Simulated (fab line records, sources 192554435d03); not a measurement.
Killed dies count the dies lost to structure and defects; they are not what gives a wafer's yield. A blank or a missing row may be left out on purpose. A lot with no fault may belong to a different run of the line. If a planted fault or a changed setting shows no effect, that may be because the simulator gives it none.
One fault through the eyes of 2 desks | flow n5Finfet | what lay behind the numbers comes last; until then each desk has only its own

THE METROLOGY DESK
What the gauges read for every lot (on any tool): the sampled wafers with a number, averaged. If a lot's mean is further than 4 standard deviations from the usual mean, the lot is out of limits and carries the mark OUT (the distance appears in the brackets).
Columns: A = M7_RS at N5_BEOL_M7_RS_MEAS_57, usual 0.287 ohm/sq; B = cdNm at N5_BEOL_M8_CD_MEAS_11, usual 38.4 nm
lot  | first seen here | A     | B
L462 | day 9 14:22     | 0.284 | 38.9
L464 | day 9 21:41     | 0.295 | 38.2
L465 | day 10 08:35    | 0.290 | 39.1
L466 | day 10 18:41    | 0.280 | 38.9
L470 | day 11 18:14    | 0.300 | 38.0
L476 | day 13 11:43    | 0.280 | 38.6
L478 | day 13 13:48    | 0.289 | 39.2
L479 | day 14 03:52    | 0.285 | 39.5
L482 | day 14 09:05    | 0.304 | 38.2
L483 | day 15 17:05    | 0.282 | 38.1
L484 | day 16 11:58    | 0.290 | 38.3
This desk's finding: nothing out of limits on any of the 11 lots.

AT THE TOOL OWNER'S DESK: lithoTrack-02
The tool's own readings at N5_BEOL_M8_COAT_59 (time 60 s, resist thk 100 nm): means of the sampled wafers that have a number, for each lot that ran on this tool. If a lot's mean is further than 4 standard deviations from the usual mean, the lot is out of limits and carries the mark OUT (the distance appears in the brackets).
Columns: A = dispensePressureKPa at N5_BEOL_M8_COAT_59, usual 48.7 kPa; B = spinSpeedRpm at N5_BEOL_M8_COAT_59, usual 1500.0 rpm
lot  | first seen here | A    | B
L464 | day 9 22:33     | 46.6 | 1500.5
L466 | day 10 22:51    | 46.6 | 1499.5
L470 | day 11 20:47    | 46.6 | 1704.0 (+99 or more) OUT
L476 | day 13 13:21    | 46.6 | 1704.0 (+99 or more) OUT
This desk's finding: out of limits on L470, L476; first on L470, day 11 20:47 (spinSpeedRpm at N5_BEOL_M8_COAT_59). L464, L466 stayed within limits.

ALL TOGETHER
At day 11 20:47, on L470, L476, the tool owner's desk was in a position to raise an alarm.
At the metrology desk, nothing out of limits was observed.
The metrology desk holds a record of L470, L476, inside its limits.
N5_BEOL_M8_COAT_59 was run on lithoTrack-02 by each of the lots named.

WHAT THE SIMULATOR HAD PUT IN
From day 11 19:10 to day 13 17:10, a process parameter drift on lithoTrack-02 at N5_BEOL_M8_COAT_59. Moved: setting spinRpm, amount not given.
Struck lots among those shown: L470, L476.
Delay in hours, fault start to first out-of-limits reading, by desk: the tool owner's desk at 2.
